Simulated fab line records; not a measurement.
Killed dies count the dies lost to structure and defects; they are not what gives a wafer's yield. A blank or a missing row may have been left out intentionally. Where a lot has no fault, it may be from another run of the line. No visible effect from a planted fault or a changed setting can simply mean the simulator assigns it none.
The tool behind it: which one? -- flow nand_harc -- Sampling: 13 lots, 39 wafers, 5 of 1159 route steps

WHAT EACH GAUGE READ, for each wafer
NHARC_P_M2_THK_MEAS_24: measures by xrf. Usual: thk_nm at 144.1 nm, with a standard deviation of 1.5.
lot,measured,on,thk_nm (nm),flag
L476,day 6 15:59,film_metro-01,143.1 145.4 144.0,
L477,day 6 16:38,film_metro-02,144.2 143.9 145.4,
L478,day 7 01:39,film_metro-01,146.6 145.5 144.6,
L481,day 7 07:29,film_metro-02,142.7 143.8 143.9,
L482,day 7 22:39,film_metro-01,144.0 143.2 142.9,
L484,day 8 13:52,film_metro-02,144.7 143.9 146.3,
L490,day 9 13:01,film_metro-01,146.0 143.4 144.1,
L489,day 9 14:44,film_metro-01,142.4 143.9 144.6,
L493,day 10 15:01,film_metro-02,141.8 143.7 143.4,
L494,day 10 16:00,film_metro-01,145.9 143.4 143.5,
L495,day 10 19:39,film_metro-01,146.9 143.6 145.8,
L497,day 11 16:34,film_metro-02,143.9 143.2 144.4,
L499,day 11 19:18,film_metro-01,145.1 143.1 145.9,

NHARC_END_SORT_01. Usual: defect_limited_yield 95.3 %, standard deviation 1.7; killed_at_array 28, standard deviation 11; killed_at_other 0.8, standard deviation 1.1; killed_at_periphery 3.3, standard deviation 2.8; killed_dies 32, standard deviation 11; killed_open 3.3, standard deviation 1.9; killed_short 1.9, standard deviation 1.4; sort_bin_2_pct 1.4 %, standard deviation 0.68; sort_bin_3_pct 0.25 %, standard deviation 0.24; sort_bin_4_pct 3.0 %, standard deviation 1.1; sort_n_pass 645, standard deviation 11; sort_rim_yield_pct 95.3 %, standard deviation 2.5; sort_yield_pct 95.3 %, standard deviation 1.7.
lot,measured,on,defect_limited_yield (%),killed_at_array,killed_at_other,killed_at_periphery,killed_dies,killed_open,killed_short,sort_bin_2_pct (%),sort_bin_3_pct (%),sort_bin_4_pct (%),sort_n_pass,sort_rim_yield_pct (%),sort_yield_pct (%),flag
L476,day 19 16:32,prober-02,96.3 96.8 96.6,24 21 21,0 0 1,1 1 1,25 22 23,4 3 1,0 0 1,1.5 0.9 0.9,0.15 0.15 0.30,2.1 2.2 2.2,652 655 654,100.0 96.2 98.1,96.3 96.8 96.6,
L477,day 19 16:41,prober-01,96.8 97.3 97.9,21 16 7,0 0 3,1 2 4,22 18 14,0 2 1,3 2 2,0.6 0.7 0.7,0.44 0 0.30,2.2 1.9 1.0,655 659 663,95.3 96.2 100.0,96.8 97.3 97.9,
L478,day 20 01:54,prober-02,97.2 97.6 97.6,8 12 13,1 2 0,10 2 3,19 16 16,3 2 4,0 2 1,1.2 0.6 1.0,0 0 0,1.6 1.8 1.3,658 661 661,93.4 98.1 97.2,97.2 97.6 97.6,
L481,day 20 12:49,prober-02,96.8 96.2 97.2,18 21 17,2 0 0,2 5 2,22 26 19,2 0 1,2 1 0,0.4 0.9 0.7,0.30 0 0,2.5 3.0 2.1,655 651 658,94.3 92.5 94.3,96.8 96.2 97.2,
L482,day 20 21:01,prober-02,94.2 93.1 94.5,38 47 35,0 0 0,1 0 2,39 47 37,2 4 0,3 2 6,1.3 1.9 1.6,0.15 0.30 0.30,4.3 4.7 3.5,638 630 640,97.2 92.5 94.3,94.2 93.1 94.5,
L484,day 21 14:41,prober-01,97.9 96.5 97.2,12 21 15,0 0 0,2 3 4,14 24 19,3 6 2,0 3 0,0.4 1.0 0.4,0 0.15 0,1.6 2.4 2.4,663 653 658,98.1 94.3 99.1,97.9 96.5 97.2,
L490,day 22 02:00,prober-02,93.6 93.1 93.4,34 36 40,3 5 4,6 6 1,43 47 45,1 2 0,3 0 3,2.1 2.5 2.4,0.30 0.44 0.59,4.0 4.0 3.7,634 630 632,95.3 96.2 97.2,93.6 93.1 93.4,
L489,day 22 14:04,prober-01,94.2 92.9 93.8,37 39 36,0 0 0,2 9 6,39 48 42,2 3 2,5 3 3,1.9 2.1 1.5,0.30 0.15 0.59,3.5 4.9 4.1,638 629 635,95.3 96.2 95.3,94.2 92.9 93.8,
L493,day 24 11:25,prober-01,95.1 95.3 95.7,23 29 24,4 1 2,6 2 3,33 32 29,2 5 4,3 1 4,1.6 1.0 1.3,0.30 0.30 0.15,3.0 3.4 2.8,644 645 648,92.5 95.3 98.1,95.1 95.3 95.7,
L494,day 24 08:58,prober-02,93.8 94.1 93.9,40 39 41,1 1 0,1 0 0,42 40 41,3 1 2,0 1 2,1.8 2.5 2.1,0.30 0 0.30,4.1 3.4 3.7,635 637 636,94.3 93.4 95.3,93.8 94.1 93.9,
L495,day 24 17:31,prober-02,98.1 97.3 97.9,13 14 10,0 2 2,0 2 2,13 18 14,2 6 1,2 1 1,0.1 0.6 0.7,0 0.15 0.15,1.8 1.9 1.2,664 659 663,98.1 95.3 96.2,98.1 97.3 97.9,
L497,day 25 02:11,prober-01,94.7 94.7 95.3,32 28 24,0 1 0,4 7 8,36 36 32,1 3 1,2 3 4,2.2 1.9 1.6,0 0.30 0,3.1 3.1 3.1,641 641 645,92.5 96.2 92.5,94.7 94.7 95.3,
L499,day 25 09:50,prober-02,91.9 92.9 93.1,46 44 43,5 2 0,4 2 4,55 48 47,4 2 4,3 2 1,2.7 2.2 2.5,0.15 0.44 0.15,5.3 4.4 4.3,622 629 630,95.3 91.5 94.3,91.9 92.9 93.1,

WHAT TOOL EACH LOT RAN ON (gives the tool, then ch and the chambers of the sampled wafers, and finally the start)
lot,NHARC_P_M2_PVD_21,NHARC_P_M2_ANNEAL_31,NHARC_P_BONDPAD_EXPOSE_06
L476,"pvd_sputter-03, day 6 15:20 or earlier","rtp_anneal-02 ch 0, day 6 15:20","krf_scanner-02 ch 0, day 6 17:38"
L477,"pvd_sputter-03, day 6 15:58 or earlier","rtp_anneal-02 ch 0, day 6 15:58","krf_scanner-01 ch 0, day 6 18:28"
L478,"pvd_sputter-02, day 7 01:05 or earlier","rtp_anneal-01 ch 0, day 7 01:05","krf_scanner-01 ch 0, day 7 03:19"
L481,"pvd_sputter-01, day 7 06:50 or earlier","rtp_anneal-02 ch 0, day 7 06:50","krf_scanner-02 ch 0, day 7 09:20"
L482,"pvd_sputter-02, day 7 22:00 or earlier","rtp_anneal-02 ch 0, day 7 22:00","krf_scanner-01 ch 0, day 8 00:28"
L484,"pvd_sputter-03, day 8 13:13 or earlier","rtp_anneal-01 ch 0, day 8 13:13","krf_scanner-01 ch 0, day 8 15:53"
L490,"pvd_sputter-02, day 9 12:21 or earlier","rtp_anneal-02 ch 0, day 9 12:21","krf_scanner-02 ch 0, day 9 14:44"
L489,"pvd_sputter-02, day 9 14:04 or earlier","rtp_anneal-01 ch 0, day 9 14:04","krf_scanner-02 ch 0, day 9 16:45"
L493,"pvd_sputter-01, day 10 14:31 or earlier","rtp_anneal-02 ch 0, day 10 14:31","krf_scanner-02 ch 0, day 10 16:53"
L494,"pvd_sputter-03, day 10 15:20 or earlier","rtp_anneal-02 ch 0, day 10 15:20","krf_scanner-02 ch 0, day 10 17:48"
L495,"pvd_sputter-01, day 10 19:02 or earlier","rtp_anneal-01 ch 0, day 10 19:02","krf_scanner-02 ch 0, day 10 21:22"
L497,"pvd_sputter-03, day 11 16:00 or earlier","rtp_anneal-01 ch 0, day 11 16:00","krf_scanner-02 ch 0, day 11 18:24"
L499,"pvd_sputter-03, day 11 18:44 or earlier","rtp_anneal-02 ch 0, day 11 18:44","krf_scanner-04 ch 0, day 11 21:13"
- NHARC_P_M2_PVD_21: deposits Cu, target thk 30 nm, time 20.49 s.
- NHARC_P_M2_ANNEAL_31: time 90 s.
- NHARC_P_BONDPAD_EXPOSE_06: exposes mask P BPAD.

AS READ BY THE TOOLS THEMSELVES (means over the sampled wafers that have a number; for cases with no such wafer, the mark the record gives instead)
NHARC_P_M2_PVD_21. Usual: throttle_valve_pct at 30.0 %, with a standard deviation of 1.1.
lot,tool,throttle_valve_pct (%),flag
L476,pvd_sputter-03,29.8,
L477,pvd_sputter-03,30.7,
L478,pvd_sputter-02,29.8,
L481,pvd_sputter-01,30.6,
L482,pvd_sputter-02,29.9,
L484,pvd_sputter-03,30.2,
L490,pvd_sputter-02,31.2,
L489,pvd_sputter-02,30.4,
L493,pvd_sputter-01,29.8,
L494,pvd_sputter-03,29.7,
L495,pvd_sputter-01,29.9,
L497,pvd_sputter-03,30.2,
L499,pvd_sputter-03,29.6,

NHARC_P_M2_ANNEAL_31. Usual: wafer_temp_C_max at 226.2, with a standard deviation of 0.31.
lot,tool,wafer_temp_C_max,flag
L476,rtp_anneal-02,226.3,
L477,rtp_anneal-02,226.0,
L478,rtp_anneal-01,226.6,
L481,rtp_anneal-02,226.2,
L482,rtp_anneal-02,226.4,
L484,rtp_anneal-01,226.4,
L490,rtp_anneal-02,226.0,
L489,rtp_anneal-01,226.4,
L493,rtp_anneal-02,226.1,
L494,rtp_anneal-02,226.4,
L495,rtp_anneal-01,226.2,
L497,rtp_anneal-01,226.3,
L499,rtp_anneal-02,225.9,

NHARC_P_BONDPAD_EXPOSE_06. Usual: exposure_dose_mJ_cm2 at 37.04, with a standard deviation of 0.037.
lot,tool,exposure_dose_mJ_cm2,flag
L476,krf_scanner-02,37.04,
L477,krf_scanner-01,37.08,
L478,krf_scanner-01,31.73,OFF
L481,krf_scanner-02,37.06,
L482,krf_scanner-01,32.82,OFF
L484,krf_scanner-01,33.64,OFF
L490,krf_scanner-02,37.00,
L489,krf_scanner-02,37.04,
L493,krf_scanner-02,37.08,
L494,krf_scanner-02,37.04,
L495,krf_scanner-02,37.09,
L497,krf_scanner-02,37.07,
L499,krf_scanner-04,37.05,

THE ANSWER, worked out from the rows above alone
Rule: lot off if the mean of its wafers having a number is beyond 3 standard deviations from the usual mean. Also off: a lot with no number at a reading for which 4 or more lots have one. The other lots that the step has rows for count as sound. After the gauges, taken in route order, come the tools' own readings; for these a lot's mean is taken, as printed above. At the first step where some lot is off, the reading lying furthest off is the one used; lots without a number count as furthest.
Off at NHARC_P_BONDPAD_EXPOSE_06 (exposure_dose_mJ_cm2): L478, L482, L484.
A tool fits if, at that step or a process step before it, it ran every lot that is off, and no sound lot after the first of them. Because NHARC_P_M2_PVD_21 lacks a start for some lots, the hours and order of its lots are taken from NHARC_P_M2_ANNEAL_31. One candidate fits, namely krf_scanner-01 at NHARC_P_BONDPAD_EXPOSE_06. A fault onset in the window from L477 (day 6 18:28, its last sound lot) to L478 (day 7 03:19, its first lot off) fits.
On the lots that are off, the tool's own readings at NHARC_P_BONDPAD_EXPOSE_06 differ by more than 5 times the standard deviation of the sound lots' means, which bears it out; exposure_dose_mJ_cm2 reads 32.73 there versus 37.05 on the sound lots.

WHAT HAD BEEN PUT IN BY THE SIMULATOR
Process parameters drifting: krf_scanner-01 at NHARC_P_BONDPAD_EXPOSE_06, beginning at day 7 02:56. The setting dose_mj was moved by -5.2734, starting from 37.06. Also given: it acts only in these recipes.
Struck lots among those shown: L478, L482, L484. Same finding as the rule above.
